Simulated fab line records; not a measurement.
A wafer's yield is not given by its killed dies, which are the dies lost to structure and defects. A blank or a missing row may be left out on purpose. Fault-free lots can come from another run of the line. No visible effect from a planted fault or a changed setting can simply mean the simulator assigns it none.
fab line records ; flow n5Finfet
record: lots: 6; wafers: 18; lastDay: 20
route steps=1938 shown BEOL_M4@1032 PASSIVATION@1936
lots with no fault: from the same line, run without faults
startH: start of the lot's first displayed wafer, in hours after the record's first day ; waitH: hours elapsed since this lot's preceding step ; " same as the row above ; L1.1+2: several wafers, shown together as one row ; - either no value or no given start ; * or withheld: withheld ; < > ~ a bound
route shown NAME@n: a module of which the file shows steps, and the number in the route of the first ; usual: mean and standard deviation over wafers with no fault ; same: alike in all rows ; chamber/n: place in a boat ; sites: per-site readings ; _std_site: standard deviation of those values ; _edge_site: the outer-site mean with the inner-site mean subtracted ; radiusMm: for every site, how far away it sits from the centre of the wafer ; mask NAME#n: copy n ; behind: tool/chamber where the wafer was last shaped ; hold: why the lot went on hold/how many hours it stayed there/how the hold came to an end ; device: the n, p or np transistor that did not switch ; end of line: the tests these same wafers got at the end of their route ; a step given without rows: its recipe and nothing more ; killed: count of dies lost to structure and defects at first sort (not the wafer's yield) ; map: shows each die of a wafer: x if killed, . if not, _ if none is there
set.NAME: the setting the step ran with; set.NAME@STEP: the setting that earlier step ran with ; model.NAME: the simulator's own value behind a step, which no gauge read
a table for each step, a row for each wafer; lots at some steps of the route
services: the hour from which a tool's chamber was out of use, counted from the record's first day as startH (under 0 if before that day), plus the number of hours and why
== steps ==
step: N5_BEOL_M4_PEB_09
recipe: pebTempC: 100; pebTimeS: 60; resist: CAR-EUV
step: N5_BEOL_M4_DEVELOP_10
recipe: developTimeS: 30; developer: TMAH; resist: CAR-EUV; rinseLiquid: surfactantRinse; dry: airSpin; devTempC: 23
step: N5_BEOL_M4_CD_MEAS_11
recipe: targetCdNm: 16.79; landingEnergyEv: 500; detector: seInlens; polarity: opening
usual: cdNm: 16.83/0.23
lot.wafer;tool;chamber;startH;waitH;cdNm
L148.1;cdSem-03;0;183.11;-;16.94
L148.2;cdSem-03;0;183.11;-;16.63
L148.6;cdSem-03;0;183.11;-;16.68
L154.3;cdSem-02;0;235.22;-;16.54
L154.4;cdSem-02;0;235.22;-;16.80
L154.6;cdSem-02;0;235.22;-;16.64
L158.1;cdSem-03;0;249.41;-;16.90
L158.2;cdSem-03;0;249.41;-;16.89
L158.4;cdSem-03;0;249.41;-;16.56
L165.2;cdSem-03;0;301.79;-;16.69
L165.5;cdSem-03;0;301.79;-;16.57
L165.6;cdSem-03;0;301.79;-;17.10
L153.3;cdSem-02;0;321.04;-;17.17
L153.4;cdSem-02;0;321.04;-;17.04
L153.5;cdSem-02;0;321.04;-;16.68
L168.3;cdSem-01;0;345.05;-;16.42
L168.4;cdSem-01;0;345.05;-;16.69
L168.5;cdSem-01;0;345.05;-;16.43
step: N5_BEOL_M4_OVL_MEAS_12
recipe: pointsPerWafer: 522
usual: M4_OVL: 0.2/0.64
lot.wafer;tool;chamber;startH;waitH;M4_OVL[nm]
L148.1;overlay-02;0;183.14;0.0;0.0
L148.2;overlay-02;0;183.14;0.0;-0.7
L148.6;overlay-02;0;183.14;0.0;-0.2
L154.3;overlay-01;0;235.26;0.0;0.6
L154.4;overlay-01;0;235.26;0.0;0.5
L154.6;overlay-01;0;235.26;0.0;0.7
L158.1;overlay-01;0;249.44;0.0;1.4
L158.2;overlay-01;0;249.44;0.0;0.6
L158.4;overlay-01;0;249.44;0.0;1.3
L165.2;overlay-01;0;301.82;0.0;0.8
L165.5;overlay-01;0;301.82;0.0;0.9
L165.6;overlay-01;0;301.82;0.0;0.1
L153.3;overlay-02;0;321.08;0.0;0.1
L153.4;overlay-02;0;321.08;0.0;1.1
L153.5;overlay-02;0;321.08;0.0;-0.9
L168.3;overlay-02;0;345.09;0.0;-0.5
L168.4;overlay-02;0;345.09;0.0;0.4
L168.5;overlay-02;0;345.09;0.0;0.2
step: N5_BEOL_M4_INSPECT_13
recipe: mode: adi; inspectInstrument: brightfield
usual: rawDefectCount: 424/110
lot.wafer;tool;chamber;startH;waitH;rawDefectCount
L148.1;defectInspect-01;-;183.20;0.1;382
L148.2;defectInspect-01;-;183.20;0.1;423
L148.6;defectInspect-01;-;183.20;0.1;458
L154.3;defectInspect-02;-;235.31;0.0;368
L154.4;defectInspect-02;-;235.31;0.0;369
L154.6;defectInspect-02;-;235.31;0.0;454
L158.1;defectInspect-02;-;249.50;0.1;350
L158.2;defectInspect-02;-;249.50;0.1;478
L158.4;defectInspect-02;-;249.50;0.1;513
L165.2;defectInspect-01;-;301.88;0.0;349
L165.5;defectInspect-01;-;301.88;0.0;441
L165.6;defectInspect-01;-;301.88;0.0;390
L153.3;defectInspect-01;-;321.13;0.0;479
L153.4;defectInspect-01;-;321.13;0.0;509
L153.5;defectInspect-01;-;321.13;0.0;451
L168.3;defectInspect-01;-;345.13;0.0;248
L168.4;defectInspect-01;-;345.13;0.0;488
L168.5;defectInspect-01;-;345.13;0.0;393
step: N5_BEOL_M4_DESCUM_16
recipe: chemistry: O2; timeS: 7; sourcePowerW: 50; biasPowerW: 20; pressureMtorr: 20; rfFrequencyHz: 2.712e+07; tempC: 40; resist: CAR-EUV; o2FlowSccm: 225
usual: drypumpMotorCurrentA: 5.8/0.41; oesProductAu: 0.76/0.085; rfFwdPowerW: 49.35/0.2; rfVppV: 243.2/1.1; showerheadPlenumPTorr: 2.10/0.04; throttleValvePct: 20.38/0.17
lot.wafer;tool;chamber;startH;waitH;drypumpMotorCurrentA;oesProductAu;rfFwdPowerW;rfHoursCounterH;rfVppV;showerheadPlenumPTorr;throttleValvePct
L148.1;rieDiel-04;3;183.24;0.0;5.3;0.68;49.38;217;244.6;2.15;20.52
L148.2;rieDiel-04;1;183.24;0.0;5.3;0.70;49.48;209;245.2;2.15;20.33
L148.6;rieDiel-04;3;183.24;0.0;5.3;0.67;49.59;-;243.5;2.15;20.52
L154.3;rieDiel-05;3;235.34;0.0;5.5;0.73;48.97;188;244.7;2.16;20.33
L154.4;rieDiel-05;2;235.34;0.0;5.7;0.71;49.52;218;242.7;2.08;20.31
L154.6;rieDiel-05;0;235.34;0.0;6.1;0.73;49.33;-;244.9;2.09;20.48
L158.1;rieDiel-05;2;249.55;0.1;5.7;0.71;49.55;224;242.5;2.07;20.33
L158.2;rieDiel-05;1;249.55;0.1;6.3;0.85;49.23;66;242.3;2.04;20.19
L158.4;rieDiel-05;3;249.55;0.1;5.5;0.73;49.09;194;244.9;2.16;20.35
L165.2;rieDiel-05;2;301.91;0.0;5.7;0.69;49.39;241;243.2;2.07;20.35
L165.5;rieDiel-05;3;301.91;0.0;5.5;0.71;49.32;-;242.8;2.15;20.37
L165.6;rieDiel-05;0;301.91;0.0;6.1;0.72;49.52;-;242.1;2.08;20.52
L153.3;rieDiel-02;3;321.16;0.0;5.8;0.92;49.13;21;243.2;2.13;20.19
L153.4;rieDiel-02;0;321.16;0.0;6.2;0.79;48.99;119;244.6;2.11;20.46
L153.5;rieDiel-02;2;321.16;0.0;4.9;0.70;49.43;-;242.1;2.07;20.75
L168.3;rieDiel-04;3;345.17;0.0;5.3;0.91;49.59;21;244.1;2.13;20.25
L168.4;rieDiel-04;0;345.17;0.0;6.0;0.88;49.68;-;241.4;2.05;20.04
L168.5;rieDiel-04;2;345.17;0.0;6.2;0.69;49.54;-;242.2;2.07;20.53
step: N5_BEOL_M4_ETCH_74
recipe: chemistry: N2/H2; target: underlayer; targetDepthA: 65; maskMaterial: CAR-EUV; timeS: 5.2; ionEnergyEv: 200; pressureMtorr: 30; sourceW: 840; biasW: 150; n2FlowSccm: 200; h2FlowSccm: 200; ends: cleared
usual: drypumpMotorCurrentA: 5.8/0.41; etchRfOnTimeS: 5.19/0.058; h2FlowSccm: 200.2/0.6; oesProductAu: 0.64/0.071; rfFwdPowerW: 819.7/2.4; rfVppV: 524.0/1.8; showerheadPlenumPTorr: 2.55/0.053; throttleValvePct: 17.82/0.2
lot.wafer;tool;chamber;startH;waitH;drypumpMotorCurrentA;etchRfOnTimeS;h2FlowSccm;oesProductAu;rfFwdPowerW;rfHoursCounterH;rfVppV;showerheadPlenumPTorr;throttleValvePct
L148.1;rieDiel-04;3;183.27;0.0;5.4;5.28;200.4;0.57;818.3;217;524.3;2.62;18.06
L148.2;rieDiel-04;1;183.27;0.0;5.4;5.30;200.4;0.58;817.4;209;524.3;2.63;17.85
L148.6;rieDiel-04;3;183.27;0.0;5.4;5.25;201.0;0.58;815.9;-;526.1;2.62;18.04
L154.3;rieDiel-05;3;235.37;0.0;5.5;5.26;199.7;0.61;817.3;188;526.0;2.64;17.83
L154.4;rieDiel-05;2;235.37;0.0;5.7;5.16;199.2;0.61;818.3;218;522.0;2.51;17.71
L154.6;rieDiel-05;0;235.37;0.0;6.1;5.20;200.3;0.63;821.4;-;523.5;2.54;17.90
L158.1;rieDiel-05;2;249.59;0.0;5.7;5.14;201.3;0.60;821.3;224;522.7;2.51;17.73
L158.2;rieDiel-05;1;249.59;0.0;6.3;5.16;199.6;0.70;818.0;66;521.4;2.47;17.47
L158.4;rieDiel-05;3;249.59;0.0;5.5;5.28;200.1;0.60;818.9;194;525.3;2.63;17.85
L165.2;rieDiel-05;2;301.95;0.0;5.7;5.16;199.7;0.60;816.5;241;522.5;2.50;17.73
L165.5;rieDiel-05;3;301.95;0.0;5.5;5.26;200.7;0.60;816.7;-;528.0;2.63;17.86
L165.6;rieDiel-05;0;301.95;0.0;6.1;5.15;200.1;0.61;820.1;-;522.3;2.53;17.94
L153.3;rieDiel-02;3;321.19;0.0;5.8;5.15;200.1;0.78;821.1;21;524.6;2.60;17.75
L153.4;rieDiel-02;0;321.19;0.0;6.2;5.33;199.8;0.67;821.7;119;524.0;2.55;17.81
L153.5;rieDiel-02;2;321.19;0.0;4.9;5.17;199.4;0.60;819.2;-;522.4;2.51;18.27
L168.3;rieDiel-04;3;345.20;0.0;5.4;5.10;201.0;0.79;817.2;21;525.4;2.60;17.72
L168.4;rieDiel-04;0;345.20;0.0;6.0;5.12;200.5;0.76;819.4;-;522.6;2.49;17.50
L168.5;rieDiel-04;2;345.20;0.0;6.3;5.13;201.1;0.59;820.3;-;523.2;2.50;17.95
step: N5_BEOL_M4_ETCH_63
recipe: chemistry: CF4; target: SiARC; targetDepthA: 156; maskMaterial: CAR-EUV; timeS: 26; ionEnergyEv: 80; pressureMtorr: 40; sourceW: 545; biasW: 36; Ar_flow_sccm: 100; cf4FlowSccm: 100; ends: cleared
step: N5_BEOL_M4_ETCH_64
recipe: chemistry: N2/H2; target: SOC; targetDepthA: 750; overetchA: 225; maskMaterial: SiARC; tempC: 40; timeS: 121.9; ionEnergyEv: 200; pressureMtorr: 30; sourceW: 840; biasW: 150; n2FlowSccm: 200; h2FlowSccm: 200
usual: drypumpMotorCurrentA: 5.8/0.41; h2FlowSccm: 200.0/0.62; oesProductAu: 0.57/0.06; rfFwdPowerW: 836.9/2.9; rfVppV: 524.1/1.6; showerheadPlenumPTorr: 2.55/0.053; throttleValvePct: 17.78/0.2
lot.wafer;tool;chamber;startH;waitH;drypumpMotorCurrentA;h2FlowSccm;oesProductAu;rfFwdPowerW;rfHoursCounterH;rfVppV;showerheadPlenumPTorr;throttleValvePct
L148.1;rieDiel-04;3;183.32;0.0;5.4;199.8;0.52;838.0;217;525.2;2.62;18.02
L148.2;rieDiel-04;1;183.32;0.0;5.3;200.6;0.54;837.8;209;526.1;2.63;17.78
L148.6;rieDiel-04;3;183.32;0.0;5.4;200.1;0.52;837.9;-;525.6;2.62;18.01
L154.3;rieDiel-05;3;235.42;0.0;5.5;199.8;0.55;834.4;188;525.8;2.64;17.80
L154.4;rieDiel-05;2;235.42;0.0;5.7;200.1;0.54;841.0;218;522.7;2.51;17.67
L154.6;rieDiel-05;0;235.42;0.0;6.1;200.2;0.55;836.1;-;523.7;2.54;17.86
L158.1;rieDiel-05;2;249.63;0.0;5.7;200.8;0.54;836.7;224;523.1;2.51;17.69
L158.2;rieDiel-05;1;249.63;0.0;6.3;199.7;0.63;831.6;66;520.8;2.47;17.43
L158.4;rieDiel-05;3;249.63;0.0;5.5;199.9;0.55;831.8;194;524.9;2.63;17.81
L165.2;rieDiel-05;2;301.99;0.0;5.7;200.1;0.53;835.8;241;522.9;2.50;17.72
L165.5;rieDiel-05;3;301.99;0.0;5.5;200.2;0.54;837.3;-;526.7;2.63;17.83
L165.6;rieDiel-05;0;301.99;0.0;6.1;199.7;0.55;835.0;-;523.6;2.53;17.89
L153.3;rieDiel-02;3;321.24;0.0;5.8;199.3;0.70;839.7;21;525.7;2.60;17.71
L153.4;rieDiel-02;0;321.24;0.0;6.2;199.3;0.60;836.6;119;525.6;2.55;17.78
L153.5;rieDiel-02;2;321.24;0.0;4.9;200.2;0.53;838.2;-;524.6;2.51;18.20
L168.3;rieDiel-04;3;345.25;0.0;5.4;199.9;0.68;836.7;21;524.4;2.59;17.68
L168.4;rieDiel-04;0;345.25;0.0;6.0;199.0;0.66;837.1;-;521.9;2.49;17.47
L168.5;rieDiel-04;2;345.25;0.0;6.2;200.2;0.53;835.8;-;522.6;2.50;17.88
step: N5_BEOL_M4_STRIP_65
recipe: chemistry: N2/H2; tempC: 40; n2FlowSccm: 200; h2FlowSccm: 200; rfFrequencyHz: 6e+07
step: N5_BEOL_M4_STRIP_75
recipe: chemistry: N2/H2; tempC: 40; n2FlowSccm: 200; h2FlowSccm: 200; rfFrequencyHz: 6e+07
step: N5_BEOL_M4_STRIP_66
recipe: chemistry: CF4; resist: SiARC; powerW: 300; biasPowerW: 75; pressureMtorr: 50; cf4FlowSccm: 150; rfFrequencyHz: 6e+07
usual: drypumpMotorCurrentA: 5.8/0.41; oesProductAu: 0.75/0.079; rfFwdPowerW: 292.7/0.98; rfVppV: 271.2/1.1; showerheadPlenumPTorr: 1.80/0.034; throttleValvePct: 13.59/0.21
lot.wafer;tool;chamber;startH;waitH;drypumpMotorCurrentA;oesProductAu;rfFwdPowerW;rfHoursCounterH;rfVppV;showerheadPlenumPTorr;throttleValvePct
L148.1;rieDiel-04;3;183.45;0.0;5.3;0.68;291.9;217;271.8;1.85;13.82
L148.2;rieDiel-04;1;183.45;0.0;5.3;0.70;292.0;209;273.6;1.84;13.61
L148.6;rieDiel-04;3;183.45;0.0;5.3;0.67;293.2;-;272.9;1.85;13.83
L154.3;rieDiel-05;3;235.55;0.0;5.5;0.72;291.7;189;272.8;1.85;13.65
L154.4;rieDiel-05;2;235.55;0.0;5.7;0.70;291.4;218;272.2;1.77;13.51
L154.6;rieDiel-05;0;235.55;0.0;6.1;0.72;293.7;-;270.7;1.79;13.65
L158.1;rieDiel-05;2;249.76;0.0;5.7;0.70;291.2;224;271.6;1.77;13.53
L158.2;rieDiel-05;1;249.76;0.0;6.3;0.81;291.5;66;269.5;1.76;13.35
L158.4;rieDiel-05;3;249.76;0.0;5.5;0.71;292.1;194;274.0;1.85;13.64
L165.2;rieDiel-05;2;302.12;0.0;5.7;0.69;291.9;241;270.8;1.77;13.56
L165.5;rieDiel-05;3;302.12;0.0;5.5;0.71;292.0;-;272.1;1.85;13.67
L165.6;rieDiel-05;0;302.12;0.0;6.1;0.71;293.3;-;271.1;1.79;13.69
L153.3;rieDiel-02;3;321.37;0.0;5.8;0.90;293.3;21;272.8;1.83;13.34
L153.4;rieDiel-02;0;321.37;0.0;6.2;0.78;293.6;119;270.2;1.80;13.57
L153.5;rieDiel-02;2;321.37;0.0;4.9;0.69;293.2;-;270.3;1.77;13.95
L168.3;rieDiel-04;3;345.38;0.0;5.3;0.90;293.4;21;270.5;1.84;13.39
L168.4;rieDiel-04;0;345.38;0.0;6.0;0.86;291.4;-;270.8;1.76;13.16
L168.5;rieDiel-04;2;345.38;0.0;6.2;0.70;290.8;-;269.9;1.77;13.78
step: N5_BEOL_M4_HM_OPEN_17
recipe: chemistry: Cl2/BCl3; targetDepthA: 200; overetchA: 60; target: TiN; maskMaterial: SOC; ionEnergyEv: 150; pressureMtorr: 10; icpW: 1000; biasW: 126; Cl2_flow_sccm: 53.25; bcl3FlowSccm: 21.75; Ar_flow_sccm: 25
usual: drypumpMotorCurrentA: 6.1/0.4; oesProductAu: 0.71/0.046; rfFwdPowerW: 993/3.3; throttleValvePct: 22.08/0.065
lot.wafer;tool;chamber;startH;waitH;drypumpMotorCurrentA;oesProductAu;rfFwdPowerW;rfHoursCounterH;throttleValvePct;model.SOC_of_BEOL_M4_COAT_61.thkNm
L148.1;rieMetal-03;0;183.49;0.0;5.7;0.70;991;25;22.04;52
L148.2;rieMetal-03;0;183.49;0.0;5.6;0.70;994;-;22.04;52
L148.6;rieMetal-03;0;183.49;0.0;5.6;0.70;992;-;22.05;51.8
L154.3;rieMetal-02;0;235.62;0.1;6.5;0.77;993;-;21.99;51.8
L154.4;rieMetal-02;1;235.62;0.1;5.5;0.76;993;-;22.10;51.8
L154.6;rieMetal-02;1;235.62;0.1;5.5;0.75;991;-;22.11;51.8
L158.1;rieMetal-01;1;249.81;0.0;6.5;0.66;992;49;22.20;52
L158.2;rieMetal-01;0;249.81;0.0;6.1;0.67;990;36;22.03;52
L158.4;rieMetal-01;1;249.81;0.0;6.5;0.66;990;-;22.21;51.8
L165.2;rieMetal-02;1;302.16;0.0;5.6;0.73;991;16;22.12;52.4
L165.5;rieMetal-02;1;302.16;0.0;5.6;0.72;988;-;22.14;52.4
L165.6;rieMetal-02;0;302.16;0.0;6.4;0.73;995;-;22.03;51.8
L153.3;rieMetal-01;1;321.44;0.1;6.5;0.66;992;-;22.18;52.2
L153.4;rieMetal-01;0;321.44;0.1;6.1;0.66;989;-;22.04;52.2
L153.5;rieMetal-01;0;321.44;0.1;6.1;0.67;990;-;22.01;52.4
L168.3;rieMetal-02;1;345.45;0.1;5.6;0.71;994;-;22.12;52
L168.4;rieMetal-02;0;345.45;0.1;6.4;0.72;995;-;22.03;51.6
L168.5;rieMetal-02;1;345.45;0.1;5.6;0.71;995;-;22.13;52
step: N5_BEOL_M4_STRIP_19
recipe: chemistry: O2; powerW: 400; tempC: 40; pressureMtorr: 30; rfFrequencyHz: 6e+07; biasPowerW: 0; overashFraction: 0.2; o2FlowSccm: 225
usual: drypumpMotorCurrentA: 5.8/0.44; oesProductAu: 0.76/0.092; rfVppV: 3.7/0.44; showerheadPlenumPTorr: 2.10/0.038; throttleValvePct: 16.65/0.2
lot.wafer;tool;chamber;startH;waitH;drypumpMotorCurrentA;oesProductAu;rfHoursCounterH;rfVppV;showerheadPlenumPTorr;throttleValvePct
L148.1;rieDiel-05;3;183.69;0.2;5.5;0.75;169;3.5;2.17;16.62
L148.2;rieDiel-05;0;183.69;0.2;6.1;0.75;130;4.0;2.10;16.69
L148.6;rieDiel-05;0;183.69;0.2;6.2;0.75;-;3.7;2.10;16.69
L154.3;rieDiel-05;3;235.80;0.2;5.5;0.73;189;3.3;2.17;16.65
L154.4;rieDiel-05;2;235.80;0.2;5.7;0.71;219;3.2;2.08;16.60
L154.6;rieDiel-05;3;235.80;0.2;5.5;0.73;-;3.5;2.17;16.64
L158.1;rieDiel-02;2;249.97;0.1;4.9;0.72;193;3.7;2.09;16.97
L158.2;rieDiel-02;0;249.97;0.1;6.2;0.82;89;3.8;2.12;16.64
L158.4;rieDiel-02;2;249.97;0.1;4.9;0.71;-;3.7;2.08;16.96
L165.2;rieDiel-02;1;302.36;0.2;5.7;0.70;225;3.8;2.06;16.83
L165.5;rieDiel-02;3;302.36;0.2;5.8;0.94;-;3.5;2.13;16.41
L165.6;rieDiel-02;2;302.36;0.2;4.9;0.70;-;4.3;2.08;17.01
L153.3;rieDiel-05;1;321.63;0.2;6.3;0.80;87;3.8;2.03;16.46
L153.4;rieDiel-05;3;321.63;0.2;5.5;0.71;218;4.1;2.16;16.68
L153.5;rieDiel-05;2;321.63;0.2;5.7;0.69;-;3.7;2.07;16.66
L168.3;rieDiel-05;1;345.53;0.1;6.3;0.79;98;3.5;2.03;16.47
L168.4;rieDiel-05;3;345.53;0.1;5.5;0.69;-;3.6;2.15;16.69
L168.5;rieDiel-05;0;345.53;0.1;6.1;0.70;-;4.5;2.08;16.80
step: N5_BEOL_M4_RC_MEAS_101
usual: DIBL_N: 36.0/1.3; DIBL_P: 36.2/1.7; IOFF_N: 0.155/0.024; IOFF_P: 0.21/0.034; ION_N: 674/9; ION_P: 463/7.1; SS_N: 71.4/0.5; SS_P: 73.4/0.57; VT_N: 250.0/2.8; VT_P: -251/3.2
lot.wafer;tool;chamber;startH;waitH;DIBL_N[mV/V];DIBL_P[mV/V];IOFF_N[nA/um];IOFF_P[nA/um];ION_N[uA/um];ION_P[uA/um];SS_N[mV/dec];SS_P[mV/dec];VT_N[mV];VT_P[mV]
L148.1;prober-01;0;210.79;0.0;36.7;36.9;0.152;0.21;668;462;71.1;73.7;251.2;-252
L148.2;prober-01;0;210.79;0.0;36.1;36.2;0.143;0.20;675;464;70.9;73.5;251.1;-254
L148.6;prober-01;0;210.79;0.0;35.3;34.5;0.120;0.17;660;459;70.6;73.1;253.2;-255
L154.3;prober-02;0;266.12;0.3;36.2;36.6;0.155;0.21;678;466;71.7;74.1;250.0;-248
L154.4;prober-02;0;266.12;0.3;34.7;34.7;0.128;0.18;679;466;71.3;73.0;250.6;-251
L154.6;prober-02;0;266.12;0.3;36.4;36.1;0.148;0.20;679;470;72.3;73.0;248.2;-250
L158.1;prober-02;0;280.94;0.0;38.4;40.1;0.205;0.26;691;473;72.0;74.9;246.8;-248
L158.2;prober-02;0;280.94;0.0;38.6;40.1;0.226;0.26;696;472;71.7;74.1;242.8;-248
L158.4;prober-02;0;280.94;0.0;36.9;38.2;0.182;0.23;690;469;71.4;74.0;248.5;-249
L165.2;prober-01;0;322.36;0.2;33.4;35.8;0.125;0.17;667;459;71.7;73.2;251.8;-253
L165.5;prober-01;0;322.36;0.2;36.2;38.4;0.159;0.21;682;458;72.4;73.3;248.4;-250
L165.6;prober-01;0;322.36;0.2;35.4;38.5;0.154;0.21;692;468;71.7;73.6;251.9;-250
L153.3;prober-02;0;347.60;0.3;36.5;37.7;0.170;0.21;685;462;71.5;74.0;247.0;-250
L153.4;prober-02;0;347.60;0.3;37.6;38.7;0.187;0.23;672;460;71.6;74.2;249.8;-250
L153.5;prober-02;0;347.60;0.3;37.2;37.9;0.179;0.21;671;457;71.6;73.6;248.8;-252
L168.3;prober-01;0;369.74;0.3;36.5;37.8;0.169;0.22;677;467;72.0;73.8;246.4;-251
L168.4;prober-01;0;369.74;0.3;36.6;38.2;0.188;0.24;689;471;72.0;73.6;246.5;-249
L168.5;prober-01;0;369.74;0.3;36.4;37.4;0.172;0.22;679;462;71.7;73.4;246.8;-250
step: N5_PASSIVATION_PROBE_49
usual: defectLimitedYield: 90.8/1.7; killed_at_M0_to_M3: 37/12; killed_at_M4_up: 15/5.6; killedAtContacts: 13/6.9; killedAtFrontEnd: 40/11; killedAtOther: 4/3.2; killedDies: 109/20; killedOpen: 73/15; killedShort: 35/8.3; sort_bin_5_function: 5.4/1.1; sort_bin_6_memory: 3.5/0.73; sortNPass: 1071/20; sortYieldPct: 90.8/1.7
same: grossDies: 1180; killedAtBackSide: 0; sort_bin_4_leakage[%]: 0; sort_bin_8_speed[%]: 0
lot.wafer;tool;chamber;startH;waitH;defectLimitedYield[%];killed_at_M0_to_M3;killed_at_M4_up;killedAtContacts;killedAtFrontEnd;killedAtOther;killedDies;killedOpen;killedShort;sort_bin_5_function[%];sort_bin_6_memory[%];sortNPass;sortYieldPct[%]
L165.2;prober-01;-;431.24;0.1;93.1;26;14;15;25;1;81;57;22;4.3;2.1;1099;93.1
L165.5;prober-01;-;431.39;0.2;91.2;30;21;11;41;1;104;73;31;5.0;3.7;1076;91.2
L165.6;prober-01;-;431.44;0.3;90.8;35;20;13;40;1;109;81;25;5.7;3.2;1071;90.8
killed by level:class
L165.2 MOL_CONTACT_COAG:geometricParticle:open=14 BEOL_M0:geometricParticle:open=7 BEOL_M4:geometricParticle:open=7 STI_FIN_REVEAL:geometricParticle:open=6 GATE_CUT:geometricParticle:short=6 BEOL_M0_SAQP:geometricParticle:open=6 FIN_SAQP:geometricParticle:short=5 BEOL_M3:geometricParticle:open=4
L165.5 FIN_SAQP:geometricParticle:open=9 MOL_CONTACT_COAG:geometricParticle:open=9 STI_FIN_REVEAL:geometricParticle:open=7 BEOL_M2:geometricParticle:open=7 FIN_SAQP:geometricParticle:short=6 BEOL_M4:geometricParticle:open=6 GATE_CUT:geometricParticle:open=5 BEOL_M0_SAQP:geometricParticle:open=5
L165.6 FIN_SAQP:geometricParticle:open=14 MOL_CONTACT_COAG:geometricParticle:open=13 BEOL_M4:geometricParticle:open=9 BEOL_M2:geometricParticle:open=9 BEOL_M1:geometricParticle:open=8 FIN_SAQP:geometricParticle:short=7 BEOL_M0:geometricParticle:open=6 STI_FIN_REVEAL:geometricParticle:open=5
== services ==
tool;chamber;startH;hours;kind
rieDiel-02;-;187.57;0.5;repair
rieDiel-05;1;217.15;4.6;repair
rieDiel-02;1;217.15;5.2;repair
rieDiel-04;3;230.56;7.6;repair
rieDiel-04;0;244.50;-;clean
rieDiel-04;0;244.50;-;consumableReplace:focusRing
rieDiel-04;0;244.50;19.1;scheduledDown
rieDiel-04;0;244.50;19.1;ventCycle
rieDiel-04;2;263.68;2.8;repair
rieDiel-04;3;271.32;-;clean
rieDiel-04;3;271.32;-;consumableReplace:focusRing
rieDiel-04;3;271.32;13.8;scheduledDown
rieDiel-04;3;271.32;13.8;ventCycle
rieDiel-04;-;278.67;4.3;pm
rieMetal-01;-;279.51;0.5;repair
rieDiel-04;1;290.93;-;clean
rieDiel-04;1;290.93;-;consumableReplace:focusRing
rieMetal-01;1;294.19;6.5;repair
rieDiel-05;1;302.74;4.3;repair
rieDiel-02;2;303.28;3.9;repair
rieDiel-05;2;328.20;-;clean
rieDiel-05;2;328.20;-;consumableReplace:focusRing
rieDiel-05;2;328.20;26.1;scheduledDown
rieDiel-05;2;328.20;26.1;ventCycle
== key ==
firstSign none at tools or gauges
modelEffect: step: N5_BEOL_M4_HM_OPEN_17; value: SOC_of_BEOL_M4_COAT_61.thkNm; without: 52.1; struck: 51.7
metAt N5_BEOL_M4_HM_OPEN_17
struckWafers L165.6,L168.4
onsetBetween 235.62 302.16
fault: kind: processParameterDrift; tool: rieMetal-02; chamber: 0; onsetH: 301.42; steps: N5_BEOL_M4_HM_OPEN_17; channel: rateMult; offset: 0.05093; shape: step; endH: 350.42
